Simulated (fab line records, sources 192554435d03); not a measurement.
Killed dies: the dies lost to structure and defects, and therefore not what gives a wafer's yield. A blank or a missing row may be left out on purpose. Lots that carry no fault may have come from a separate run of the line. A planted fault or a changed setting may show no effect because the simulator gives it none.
Lot-split experiment ; flow n5Finfet ; 21 wafers read from 7 lots, route of 1938 steps

THE SPLIT ITSELF
At N5_BEOL_M13_COAT_66 (time 60 s, resist thk 110 nm), the setting spinRpm was moved away from the recipe's 1500 rpm on 7 of the 21 wafers read, by -10.1% to +5.8%. All remaining wafers had this setting at the recipe value.

FROM THE SPLIT TO THE READING: what the file shows between them, 4 steps
- N5_BEOL_M13_COAT_22: resist thk 300 nm
- N5_BEOL_M13_EBR_24
- N5_BEOL_M13_DESCUM_33: chemistry O2, time 7.9 s
- N5_BEOL_M13_ETCH_67: etches SiARC in CF4, target depth 143 nm, time 238.3 s

THE READING
SiARC_of_BEOL_M13_COAT_66.thkNm (the simulator's own value, which no gauge read), in nm, at N5_BEOL_M13_ETCH_68 (etches SOC in N2/H2, time 355 s). The file does not state a usual value for it. Here, 14 wafers ran the recipe; their average is 77.1 nm with a standard deviation of 0.71 nm.

wafer;tool, chamber at the split;spinRpm as run, rpm;against the recipe;SiARC_of_BEOL_M13_COAT_66.thkNm, nm;against lot-mates on the recipe
L075.1;lithoTrack-03, 0;1500;recipe;76.4;-
L075.2;lithoTrack-03, 0;1500;recipe;77.2;-
L075.3;lithoTrack-03, 0;1500;recipe;75.6;-
L076.3;lithoTrack-04, 0;1577;+5.1%;75;-3.2
L076.4;lithoTrack-04, 0;1500;recipe;78.6;-
L076.6;lithoTrack-04, 0;1500;recipe;77.8;-
L081.1;lithoTrack-03, 0;1500;recipe;77;-
L081.3;lithoTrack-03, 0;1500;recipe;77;-
L081.2;lithoTrack-03, 0;1500;recipe;76.6;-
L083.1;lithoTrack-04, 0;1500;recipe;76.8;-
L083.2;lithoTrack-04, 0;1349;-10.1%;83;+6.2
L083.3;lithoTrack-04, 0;1349;-10.1%;83.6;+6.8
L086.3;lithoTrack-02, 0;1553;+3.5%;74.6;-3.0
L086.4;lithoTrack-02, 0;1553;+3.5%;74;-3.6
L086.6;lithoTrack-02, 0;1500;recipe;77.6;-
L089.1;lithoTrack-04, 0;1587;+5.8%;75.4;-2.6
L089.3;lithoTrack-04, 0;1500;recipe;78;-
L089.4;lithoTrack-04, 0;1587;+5.8%;75;-3.0
L090.4;lithoTrack-02, 0;1500;recipe;77.2;-
L090.5;lithoTrack-02, 0;1500;recipe;77;-
L090.6;lithoTrack-02, 0;1500;recipe;76.8;-

FIT RESULTS
A straight line over all 21 wafers: SiARC_of_BEOL_M13_COAT_66.thkNm changes by -0.554 nm for each +1% of spinRpm; r = -0.94; the points scatter about the line by 0.83 nm.
The same after taking each lot's own level away (the mean of its wafers on the recipe; 21 wafers): -0.632 nm for each +1%; r = -0.98; scatter 0.56 nm.
That fit puts the effect of the largest move of spinRpm on the reading at 6.4 nm.
From 76.40 to 78.20 nm: that is the span of the lots' own levels, equal to 2.5 times the standard deviation above.
So the lot-to-lot level changes the slope: the two fits differ.
Check: +6.45 nm against its lot-mates is what the line predicts for one of the wafers moved furthest among these (-10.1%) when that wafer is left out of the fit. It came out at +6.2 nm against them.

THE WHOLE CHAIN: every reading that the file lists as answering this split, in the file's order
step;what it does;reading;change (the file's fit);r (the file's)
N5_BEOL_M13_COAT_66;time 60 s, resist thk 110 nm;SiARC_of_BEOL_M13_COAT_66.thkNm (the simulator's own value, which no gauge read);-0.614 nm for each +1% of the setting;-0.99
N5_BEOL_M13_ETCH_67;etches SiARC in CF4, target depth 143 nm, time 238.3 s;etch.depthNm (the simulator's own value, which no gauge read);-0.605 nm for each +1% of the setting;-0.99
N5_BEOL_M13_ETCH_67;etches SiARC in CF4, target depth 143 nm, time 238.3 s;coat_of_BEOL_M13_COAT_22.thkNm (the simulator's own value, which no gauge read);+0.444 nm for each +1% of the setting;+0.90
N5_BEOL_M13_ETCH_68;etches SOC in N2/H2, time 355 s;SiARC_of_BEOL_M13_COAT_66.thkNm (the simulator's own value, which no gauge read);-0.631 nm for each +1% of the setting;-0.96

FILE'S OWN FIT
SiARC_of_BEOL_M13_COAT_66.thkNm changes by -0.631 nm for each +1% of spinRpm, r = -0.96.
